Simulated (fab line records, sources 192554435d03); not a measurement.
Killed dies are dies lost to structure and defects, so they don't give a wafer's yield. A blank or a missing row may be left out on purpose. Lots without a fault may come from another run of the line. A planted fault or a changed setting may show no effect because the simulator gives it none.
fab line records | flow n5_finfet
record lots=4 wafers=12 last_day=16
route steps=1938 shown HKMG_FIN@433 GATE_CUT@465 BEOL_M4@1111 PASSIVATION@1936
lots that met no fault: from a run of the same line without faults
start_h: hours from the record's first day to the start of the lot's first wafer shown | wait_h: hours since the lot's step before | " the same as in the row above | L1.1+2: a row that stands for several wafers | - no value, or no start given | * or withheld: withheld | < > ~ a bound
route shown NAME@n: a module of which the file shows steps, and the number in the route of the first | usual: mean/standard deviation of fault-free wafers | same: alike in all rows | chamber/n: place in a boat | sites: the reading at each site | _std_site: their standard deviation | _edge_site: outer sites' mean less inner sites' | radius_mm: how far each site lies from the wafer's centre | mask NAME#n: copy n | behind: the tool/chamber that last shaped the wafer | hold: why the lot was held/for how many hours/how that ended | device: the transistor (n, p or np) that didn't switch | end of line: the same wafers' tests at the end of the route | a step without rows: its recipe alone | killed: dies lost to structure and defects at the first sort, not the wafer's yield | map: a wafer's dies, x killed, . not, _ none there
set.NAME: the setting as run; set.NAME@STEP: as run at that earlier step | model.NAME: the simulator's own value behind a step, which no gauge read
lots at some steps of the route; a table a step, a row a wafer
services: from which hour (start_h, from the record's first day; less than 0 if before it) a tool's chamber was out of use, for how many hours, and why
## steps
# step N5_HKMG_FIN_DESCUM_17
# recipe chemistry=O2 time_s=7.9 source_power_w=50 bias_power_w=20 pressure_mtorr=20 rf_frequency_hz=2.712e+07 temp_c=40 resist=CAR-ArF o2_flow_sccm=225
# step N5_HKMG_FIN_ETCH_31
# recipe chemistry=CF4 target=SiARC target_depth_a=455 mask_material=CAR-ArF time_s=75.8 ion_energy_ev=80 pressure_mtorr=40 source_w=545 bias_w=36 Ar_flow_sccm=100 cf4_flow_sccm=100 ends=cleared
# step N5_HKMG_FIN_ETCH_32
# recipe chemistry=N2/H2 target=SOC target_depth_a=2400 temp_c=40 time_s=300 ion_energy_ev=200 mask_material=SiARC pressure_mtorr=30 source_w=840 bias_w=150 n2_flow_sccm=200 h2_flow_sccm=200
# step N5_HKMG_FIN_STRIP_33
# recipe chemistry=N2/H2 temp_c=40 n2_flow_sccm=200 h2_flow_sccm=200 rf_frequency_hz=6e+07
# step N5_HKMG_FIN_STRIP_34
# recipe chemistry=CF4 resist=SiARC power_w=300 bias_power_w=75 pressure_mtorr=50 cf4_flow_sccm=150 rf_frequency_hz=6e+07
# step N5_HKMG_FIN_ETCH_35
# recipe chemistry=N2/H2 target=SOC target_depth_a=2158 ion_energy_ev=65 bias_w=5 source_w=3000 time_s=243.4 pressure_mtorr=30 n2_flow_sccm=200 h2_flow_sccm=200
# step N5_HKMG_FIN_STRIP_92
# recipe chemistry=N2/H2 material=SOC time_s=20 power_w=500 temp_c=40 pressure_mtorr=50 rf_frequency_hz=6e+07 bias_power_w=8 h2_frac=0.5 n2_flow_sccm=300 h2_flow_sccm=300
# step N5_HKMG_FIN_WET_ETCH_18
# recipe chemistry=SC1 target=TiN mix=1:1:5 temp_c=* time_s=55 target_depth_nm=5.2 dry=ipa_marangoni rinse_time_s=30 rinse_temp_c=23
# step N5_HKMG_FIN_STRIP_19
# recipe chemistry=N2/H2 power_w=2500 temp_c=300 h2_frac=0.65 time_s=360 pressure_mtorr=withheld n2_flow_sccm=1750 h2_flow_sccm=3250
# step N5_HKMG_FIN_ALD_91
# recipe material=TiN target_thk_a=10 temp_c=400 ald_precursor_family=TiCl4 ald_co_reactant=NH3 pulse_time_s=1 purge_time_s=3 co_reactant_purge_time_s=2 co_reactant_pulse_time_s=2 ald_cycles=47 pressure_torr=3
# step N5_HKMG_FIN_COAT_85
# recipe resist=SOC temp_c=250 time_s=60 spin_rpm=1500 resist_thk_nm=300
# step N5_HKMG_FIN_ETCH_86
# recipe chemistry=N2/H2 target=SOC target_depth_a=3932 stop_on=TiN ion_energy_ev=100 bias_w=61 pressure_mtorr=30 source_w=850 n2_flow_sccm=200 h2_flow_sccm=200
# usual drypump_motor_current_A=5.9/0.32 oes_product_au=0.78/0.097 rf_fwd_power_W=844/3.5 rf_vpp_V=240.1/1.2 showerhead_plenum_p_Torr=2.51/0.061 throttle_valve_pct=17.89/0.28
# columns lot.wafer tool chamber start_h wait_h drypump_motor_current_A oes_product_au rf_fwd_power_W rf_hours_counter_h rf_vpp_V showerhead_plenum_p_Torr throttle_valve_pct model.SOC_of_HKMG_FIN_COAT_85.thk_nm model.TiN_of_HKMG_FIN_ALD_91.thk_nm
L113.2 rie_diel-06 1 119.40 - 6.0 0.76 839 144 239.9 2.56 18.15 18 1
L113.4 " 3 " " 6.2 0.76 847 - 239.5 2.44 17.86 17.4 1
L113.6 " 2 " " 5.9 0.69 845 - 242.0 2.49 17.65 19.8 1
L123.1 rie_diel-06 3 177.60 - 6.2 0.76 845 162 237.4 2.44 17.89 18.2 1
L123.3 " 2 " " 5.9 0.95 1048 13 222.0 2.49 17.27 8.6 0
L123.6 " 0 " " 5.8 0.92 847 - 239.7 2.49 17.66 15.6 1
L125.2 rie_diel-02 3 194.46 - 6.1 0.70 843 202 239.2 2.42 18.33 17 1
L125.4 " 0 " " 5.9 0.71 843 - 239.6 2.40 18.05 20.4 1
L125.5 " 2 " " 6.2 0.74 841 - 241.9 2.63 18.25 20.6 1
L126.1 rie_diel-06 0 202.24 - 5.8 0.91 849 30 237.9 2.49 17.68 15.8 1
L126.4 " 3 " " 6.2 0.76 846 170 239.6 2.44 17.89 18.4 1
L126.6 " 2 " " 5.9 0.93 1047 - 222.7 2.48 17.29 8.6 0
# step N5_HKMG_FIN_STRIP_89
# recipe chemistry=N2/H2 material=SOC time_s=20 power_w=500 temp_c=40 pressure_mtorr=50 rf_frequency_hz=6e+07 bias_power_w=8 h2_frac=0.5 n2_flow_sccm=300 h2_flow_sccm=300
# step N5_HKMG_FIN_WET_ETCH_87
# recipe chemistry=SC1 target=TiN mix=1:2:40 temp_c=50 time_s=154.2 target_depth_nm=4.7 dry=ipa_marangoni rinse_time_s=30 rinse_temp_c=23
# step N5_HKMG_FIN_STRIP_88
# recipe chemistry=N2/H2 power_w=2500 temp_c=300 h2_frac=0.65 time_s=360 pressure_mtorr=withheld n2_flow_sccm=1750 h2_flow_sccm=3250
# step N5_HKMG_FIN_NWFM_ALD_20
# recipe material=TiAlC target_thk_a=20 temp_c=300 ald_precursor_family=TiCl4 ald_co_reactant=TEA pulse_time_s=3 purge_time_s=2 co_reactant_purge_time_s=2 co_reactant_pulse_time_s=10 ald_cycles=7 pressure_torr=3
# step N5_HKMG_FIN_ALD_71
# recipe material=TiN target_thk_a=10 temp_c=400 ald_precursor_family=TiCl4 ald_co_reactant=NH3 pulse_time_s=1 purge_time_s=3 co_reactant_purge_time_s=2 co_reactant_pulse_time_s=2 ald_cycles=47 pressure_torr=3
# step N5_HKMG_FIN_COAT_66
# recipe resist=SOC temp_c=250 time_s=60 spin_rpm=1500 resist_thk_nm=300
# step N5_HKMG_FIN_ETCH_67
# recipe chemistry=N2/H2 target=SOC target_depth_a=3889 stop_on=TiN ion_energy_ev=100 bias_w=61 pressure_mtorr=30 source_w=850 n2_flow_sccm=200 h2_flow_sccm=200
# step N5_HKMG_FIN_STRIP_90
# recipe chemistry=N2/H2 material=SOC time_s=20 power_w=500 temp_c=40 pressure_mtorr=50 rf_frequency_hz=6e+07 bias_power_w=8 h2_frac=0.5 n2_flow_sccm=300 h2_flow_sccm=300
# step N5_HKMG_FIN_WET_ETCH_73
# recipe chemistry=SC1 mix=1:2:40 temp_c=50 time_s=42.3 target_depth_nm=1.3 dry=ipa_marangoni rinse_time_s=30 rinse_temp_c=23
# step N5_HKMG_FIN_ETCHBACK_68
# recipe chemistry=Cl2/Ar stop_on=HfO2 target_depth_a=5 pressure_mtorr=10 icp_w=600 bias_w=60 Cl2_flow_sccm=40 Ar_flow_sccm=60
# step N5_HKMG_FIN_STRIP_69
# recipe chemistry=N2/H2 power_w=2500 temp_c=300 h2_frac=0.65 time_s=360 pressure_mtorr=withheld n2_flow_sccm=1750 h2_flow_sccm=3250
# step N5_HKMG_FIN_ALD_21
# recipe material=TiN target_thk_a=15 temp_c=400 ald_precursor_family=TiCl4 ald_co_reactant=NH3 pulse_time_s=1 purge_time_s=3 co_reactant_purge_time_s=2 co_reactant_pulse_time_s=2 ald_cycles=68 pressure_torr=3
# step N5_HKMG_FIN_ALD_72
# recipe material=W target_thk_a=20 temp_c=300 pressure_torr=7.5 ald_precursor_family=WF6 ald_co_reactant=B2H6 pulse_time_s=1 purge_time_s=2 co_reactant_purge_time_s=2 co_reactant_pulse_time_s=3 ald_cycles=7
# step N5_HKMG_FIN_W_FILL_22
# recipe material=W target_thk_a=600 temp_c=400 pressure_torr=39.4 time_s=18.2
# step N5_HKMG_FIN_PRECLEAN_83
# recipe chemistry=DIW time_s=57.5 temp_c=23
# step N5_HKMG_FIN_SRD_84
# recipe dry_time_s=32 dry=n2_spin spin_rpm=1500
# step N5_HKMG_FIN_CMP_23
# recipe stop_on=SiNx t_overpolish_s=10 post_cmp_clean=rinse_only down_force_psi=4 platen_rpm=50.289 pad_velocity_m_s=1.0006 target_thk_nm=46.326
# step N5_HKMG_FIN_CMP_94
# recipe stop_on=SiNx post_cmp_clean=w_dilute_nh4oh t_overpolish_s=4.7 down_force_psi=4 platen_rpm=50.289 pad_velocity_m_s=1.0006 target_thk_nm=43.299
# step N5_GATE_CUT_ETCHBACK_00
# recipe chemistry=SF6/Cl2 target=W pressure_mtorr=8 icp_w=900 bias_w=80 SF6_flow_sccm=40 Cl2_flow_sccm=60
# step N5_GATE_CUT_ETCH_56
# recipe chemistry=Cl2/Ar target=TiN target_depth_a=216 pressure_mtorr=10 icp_w=600 bias_w=60 Cl2_flow_sccm=40 Ar_flow_sccm=60
# step N5_GATE_CUT_ETCHBACK_30
# recipe chemistry=Cl2/Ar target=TiN target_depth_a=30 mode=isotropic pressure_mtorr=10 icp_w=600 bias_w=60 Cl2_flow_sccm=40 Ar_flow_sccm=60
# step N5_GATE_CUT_VAPOR_ETCH_60
# recipe chemistry=BCl3/Cl2 target=HfO2 mode=isotropic
# step N5_GATE_CUT_ETCH_58
# recipe chemistry=CH3F/O2 target=SiNx target_depth_a=170 time_s=128.6 ion_energy_ev=50 pressure_mtorr=30 source_w=415 bias_w=21 Ar_flow_sccm=150 CH3F_flow_sccm=30 O2_flow_sccm=20
# step N5_GATE_CUT_STRIP_59
# recipe chemistry=N2/H2 time_s=20 power_w=100 temp_c=40 pressure_mtorr=100 rf_frequency_hz=6e+07 bias_power_w=3 n2_flow_sccm=300 h2_flow_sccm=300
# step N5_GATE_CUT_PRECLEAN_31
# recipe temp_c=23 chemistry=DIW time_s=300
# step N5_GATE_CUT_SRD_32
# recipe time_s=30 temp_c=23 rinse_liquid=diw dry=ipa_marangoni
# step N5_GATE_CUT_SAC_CAP_01
# recipe material=SiNx target_thk_a=240 temp_c=400 ald_precursor_family=SiH2I2 ald_co_reactant=N2/H2-plasma pulse_time_s=1 ald_cycles=480 purge_time_s=2 co_reactant_purge_time_s=2 pressure_torr=2
# step N5_BEOL_M4_RC_MEAS_101
# usual DIBL_N=36.4/1.3 DIBL_P=36.5/1.7 IOFF_N=0.154/0.022 IOFF_P=0.202/0.025 ION_N=671/9.8 ION_P=460/6.8 SS_N=71.6/0.54 SS_P=73.4/0.58 VT_N=250.9/2.8 VT_P=-251.4/2.7
# columns lot.wafer tool chamber start_h wait_h DIBL_N[mV/V] DIBL_P[mV/V] IOFF_N[nA/um] IOFF_P[nA/um] ION_N[uA/um] ION_P[uA/um] SS_N[mV/dec] SS_P[mV/dec] VT_N[mV] VT_P[mV]
L113.2 prober-02 0 220.21 0.2 35.4 34.7 0.159 0.178 672 452 71.6 72.9 248.4 -255.8
L113.4 " 0 " " 33.8 32.9 0.127 0.165 652 446 70.9 73.0 254.4 -255.9
L113.6 " 0 " " 37.1 37.2 0.187 0.216 674 457 72.1 73.8 248.1 -253.4
L123.1 prober-01 0 268.26 0.0 36.6 37.4 0.153 0.212 674 459 71.7 73.6 252.2 -250.5
L123.6 " 0 " " 37.1 36.2 0.148 0.200 662 452 72.0 73.3 255.1 -250.5
L125.2 prober-01 0 282.76 0.2 35.4 35.1 0.130 0.238 659 465 71.1 73.4 252.3 -246.2
L125.4 " 0 " " 36.8 36.0 0.153 0.235 660 459 71.4 73.9 254.5 -247.9
L125.5 " 0 " " 35.5 34.1 0.123 0.204 652 460 70.8 73.4 254.2 -250.5
L126.1 prober-01 0 295.71 0.0 37.2 37.3 0.181 0.229 686 466 71.5 74.3 246.2 -252.0
L126.4 " 0 " " 37.4 36.9 0.176 0.230 676 461 72.2 74.3 249.3 -249.1
# step N5_PASSIVATION_PROBE_49
# usual defect_limited_yield=91.1/1.3 killed_at_M0_to_M3=34/10 killed_at_M4_up=14/5.7 killed_at_contacts=12/5.9 killed_at_front_end=41/12 killed_at_other=4/3.1 killed_dies=105/15 killed_on_rim=14/4.2 killed_open=69/11 killed_short=35/7.8 sort_bin_5_function=5.3/0.81 sort_bin_6_memory=3.3/0.75 sort_n_pass=1075/15 sort_yield_pct=91.1/1.3
# same gross_dies=1180 killed_at_back_side=0 sort_bin_4_leakage[%]=0 sort_bin_8_speed[%]=0
# columns lot.wafer tool chamber start_h wait_h defect_limited_yield[%] killed_at_M0_to_M3 killed_at_M4_up killed_at_contacts killed_at_front_end killed_at_other killed_dies killed_on_rim killed_open killed_short sort_bin_5_function[%] sort_bin_6_memory[%] sort_n_pass sort_yield_pct[%]
L123.1 prober-01 - 382.65 0.0 91.5 28 22 7 41 2 100 11 68 26 6.0 2.0 1080 91.5
L123.3 prober-01 - 382.75 0.1 0 44 17 12 1105 2 1180 152 67 43 4.7 4.0 0 0
L123.6 prober-01 - 382.90 0.3 91.3 38 21 10 32 2 103 14 72 29 4.9 3.6 1077 91.3
L126.1 prober-02 - 392.59 0.0 91.9 31 13 14 37 0 95 14 72 23 5.1 2.9 1085 91.9
L126.4 prober-02 - 392.74 0.2 91.0 33 4 22 46 1 106 16 77 27 5.2 3.2 1074 91.0
L126.6 prober-02 - 392.84 0.3 0 42 9 14 1112 3 1180 152 72 33 5.8 3.1 0 0
# killed by level:class
L123.1 STI_FIN_REVEAL:geometric_particle:open=11 FIN_SAQP:geometric_particle:open=8 BEOL_M0_SAQP:geometric_particle:short=7 MOL_CONTACT_COAG:geometric_particle:open=6 BEOL_M4:geometric_particle:open=6 STARTING-WAFER:geometric_particle:open=5 GATE_CUT:geometric_particle:short=5 BEOL_M0_SAQP:geometric_particle:open=5
L123.3 HKMG_FIN:area_etch=1070 MOL_CONTACT_COAG:geometric_particle:open=11 STI_FIN_REVEAL:geometric_particle:open=9 BEOL_M0_SAQP:geometric_particle:open=9 BEOL_M2:geometric_particle:open=8 BEOL_M2:geometric_particle:short=7 FIN_SAQP:geometric_particle:short=6 BEOL_M3:geometric_particle:open=6
L123.6 FIN_SAQP:geometric_particle:open=13 BEOL_M0_SAQP:geometric_particle:open=10 BEOL_M0_SAQP:geometric_particle:short=10 MOL_CONTACT_COAG:geometric_particle:open=7 BEOL_M3:geometric_particle:open=6 BEOL_M5:geometric_particle:open=6 STI_FIN_REVEAL:geometric_particle:open=5 GATE_CUT:geometric_particle:short=5
L126.1 STI_FIN_REVEAL:geometric_particle:open=11 MOL_CONTACT_COAG:geometric_particle:open=10 FIN_SAQP:geometric_particle:open=9 BEOL_M0_SAQP:geometric_particle:open=9 BEOL_M3:geometric_particle:open=7 GATE_CUT:geometric_particle:open=4 MOL_CONTACT_COAG:geometric_particle:short=4 BEOL_M5:geometric_particle:open=4
L126.4 MOL_CONTACT_COAG:geometric_particle:open=21 STI_FIN_REVEAL:geometric_particle:open=16 BEOL_M0_SAQP:geometric_particle:short=9 DUMMY_GATE:geometric_particle:open=6 BEOL_M0_SAQP:geometric_particle:open=6 FIN_SAQP:geometric_particle:short=5 BEOL_M1:geometric_particle:open=5 BEOL_M3:geometric_particle:open=5
L126.6 HKMG_FIN:area_etch=1073 DUMMY_GATE:geometric_particle:open=14 BEOL_M0_SAQP:geometric_particle:short=13 MOL_CONTACT_COAG:geometric_particle:open=8 BEOL_M0_SAQP:geometric_particle:open=8 BEOL_M2:geometric_particle:open=8 STI_FIN_REVEAL:geometric_particle:open=7 BEOL_M3:geometric_particle:open=7
# map L123.3 (x killed, . not)
_________________xxxxxxxxxxxx________________
______________xxxxxxxxxxxxxxxxxx_____________
___________xxxxxxxxxxxxxxxxxxxxxxxx__________
__________xxxxxxxxxxxxxxxxxxxxxxxxxx_________
________xxxxxxxxxxxxxxxxxxxxxxxxxxxxxx_______
_______xxxxxxxxxxxxxxxxxxxxxxxxxxxxxxxx______
______xxxxxxxxxxxxxxxxxxxxxxxxxxxxxxxxxx_____
_____xxxxxxxxxxxxxxxxxxxxxxxxxxxxxxxxxxxx____
____xxxxxxxxxxxxxxxxxxxxxxxxxxxxxxxxxxxxxx___
___xxxxxxxxxxxxxxxxxxxxxxxxxxxxxxxxxxxxxxxx__
___xxxxxxxxxxxxxxxxxxxxxxxxxxxxxxxxxxxxxxxx__
__xxxxxxxxxxxxxxxxxxxxxxxxxxxxxxxxxxxxxxxxxx_
__xxxxxxxxxxxxxxxxxxxxxxxxxxxxxxxxxxxxxxxxxx_
_xxxxxxxxxxxxxxxxxxxxxxxxxxxxxxxxxxxxxxxxxxxx
_xxxxxxxxxxxxxxxxxxxxxxxxxxxxxxxxxxxxxxxxxxxx
_xxxxxxxxxxxxxxxxxxxxxxxxxxxxxxxxxxxxxxxxxxxx
_xxxxxxxxxxxxxxxxxxxxxxxxxxxxxxxxxxxxxxxxxxxx
_xxxxxxxxxxxxxxxxxxxxxxxxxxxxxxxxxxxxxxxxxxxx
_xxxxxxxxxxxxxxxxxxxxxxxxxxxxxxxxxxxxxxxxxxxx
_xxxxxxxxxxxxxxxxxxxxxxxxxxxxxxxxxxxxxxxxxxxx
_xxxxxxxxxxxxxxxxxxxxxxxxxxxxxxxxxxxxxxxxxxxx
__xxxxxxxxxxxxxxxxxxxxxxxxxxxxxxxxxxxxxxxxxx_
__xxxxxxxxxxxxxxxxxxxxxxxxxxxxxxxxxxxxxxxxxx_
___xxxxxxxxxxxxxxxxxxxxxxxxxxxxxxxxxxxxxxxx__
___xxxxxxxxxxxxxxxxxxxxxxxxxxxxxxxxxxxxxxxx__
____xxxxxxxxxxxxxxxxxxxxxxxxxxxxxxxxxxxxxx___
_____xxxxxxxxxxxxxxxxxxxxxxxxxxxxxxxxxxxx____
______xxxxxxxxxxxxxxxxxxxxxxxxxxxxxxxxxx_____
_______xxxxxxxxxxxxxxxxxxxxxxxxxxxxxxxx______
________xxxxxxxxxxxxxxxxxxxxxxxxxxxxxx_______
__________xxxxxxxxxxxxxxxxxxxxxxxxxx_________
___________xxxxxxxxxxxxxxxxxxxxxxxx__________
______________xxxxxxxxxxxxxxxxxx_____________
_________________xxxxxxxxxxxx________________
# map L126.6 (x killed, . not)
_________________xxxxxxxxxxxx________________
______________xxxxxxxxxxxxxxxxxx_____________
___________xxxxxxxxxxxxxxxxxxxxxxxx__________
__________xxxxxxxxxxxxxxxxxxxxxxxxxx_________
________xxxxxxxxxxxxxxxxxxxxxxxxxxxxxx_______
_______xxxxxxxxxxxxxxxxxxxxxxxxxxxxxxxx______
______xxxxxxxxxxxxxxxxxxxxxxxxxxxxxxxxxx_____
_____xxxxxxxxxxxxxxxxxxxxxxxxxxxxxxxxxxxx____
____xxxxxxxxxxxxxxxxxxxxxxxxxxxxxxxxxxxxxx___
___xxxxxxxxxxxxxxxxxxxxxxxxxxxxxxxxxxxxxxxx__
___xxxxxxxxxxxxxxxxxxxxxxxxxxxxxxxxxxxxxxxx__
__xxxxxxxxxxxxxxxxxxxxxxxxxxxxxxxxxxxxxxxxxx_
__xxxxxxxxxxxxxxxxxxxxxxxxxxxxxxxxxxxxxxxxxx_
_xxxxxxxxxxxxxxxxxxxxxxxxxxxxxxxxxxxxxxxxxxxx
_xxxxxxxxxxxxxxxxxxxxxxxxxxxxxxxxxxxxxxxxxxxx
_xxxxxxxxxxxxxxxxxxxxxxxxxxxxxxxxxxxxxxxxxxxx
_xxxxxxxxxxxxxxxxxxxxxxxxxxxxxxxxxxxxxxxxxxxx
_xxxxxxxxxxxxxxxxxxxxxxxxxxxxxxxxxxxxxxxxxxxx
_xxxxxxxxxxxxxxxxxxxxxxxxxxxxxxxxxxxxxxxxxxxx
_xxxxxxxxxxxxxxxxxxxxxxxxxxxxxxxxxxxxxxxxxxxx
_xxxxxxxxxxxxxxxxxxxxxxxxxxxxxxxxxxxxxxxxxxxx
__xxxxxxxxxxxxxxxxxxxxxxxxxxxxxxxxxxxxxxxxxx_
__xxxxxxxxxxxxxxxxxxxxxxxxxxxxxxxxxxxxxxxxxx_
___xxxxxxxxxxxxxxxxxxxxxxxxxxxxxxxxxxxxxxxx__
___xxxxxxxxxxxxxxxxxxxxxxxxxxxxxxxxxxxxxxxx__
____xxxxxxxxxxxxxxxxxxxxxxxxxxxxxxxxxxxxxx___
_____xxxxxxxxxxxxxxxxxxxxxxxxxxxxxxxxxxxx____
______xxxxxxxxxxxxxxxxxxxxxxxxxxxxxxxxxx_____
_______xxxxxxxxxxxxxxxxxxxxxxxxxxxxxxxx______
________xxxxxxxxxxxxxxxxxxxxxxxxxxxxxx_______
__________xxxxxxxxxxxxxxxxxxxxxxxxxx_________
___________xxxxxxxxxxxxxxxxxxxxxxxx__________
______________xxxxxxxxxxxxxxxxxx_____________
_________________xxxxxxxxxxxx________________
## services
# columns tool chamber start_h hours kind
rie_diel-06 0 102.20 - clean
rie_diel-06 0 102.20 - consumable_replace:focus_ring
rie_diel-06 0 102.20 26.8 scheduled_down
rie_diel-06 0 102.20 26.8 vent_cycle
rie_diel-06 2 129.03 - clean
rie_diel-06 2 129.03 - consumable_replace:focus_ring
rie_diel-06 2 129.03 18.5 scheduled_down
rie_diel-06 2 129.03 18.5 vent_cycle
rie_diel-02 2 180.54 3.9 repair
## key
first_sign step=N5_HKMG_FIN_ETCH_86 reading=rf_fwd_power_W direction=up sigmas=59 usual=* struck=*
effect step=N5_HKMG_FIN_ETCH_86 reading=rf_vpp_V direction=down sigmas=15 usual=240.1 struck=222.3
effect step=N5_PASSIVATION_PROBE_49 reading=killed_at_front_end direction=up sigmas=87 usual=41 struck=1108
model_effect step=N5_HKMG_FIN_ETCH_86 value=SOC_of_HKMG_FIN_COAT_85.thk_nm without=13.9 struck=8.6
more_kills_born_at N5_HKMG_FIN_ETCH_86@rie_diel-06=2138
met_at N5_HKMG_FIN_ETCH_86
struck_wafers L123.3,L126.6
later_rows_left_out L123.3,L126.6
onset_between 119.40 177.60
fault kind=process_parameter_drift tool=rie_diel-06 chamber=2 onset_h=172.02 steps=N5_HKMG_FIN_ETCH_86 channel=source_w offset=204 shape=step end_h=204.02 acts_in=these_recipes_only stated=850
# later_rows_left_out: the simulator's readings of these wafers behind a module that went badly wrong aren't trusted and aren't shown, but for the sort
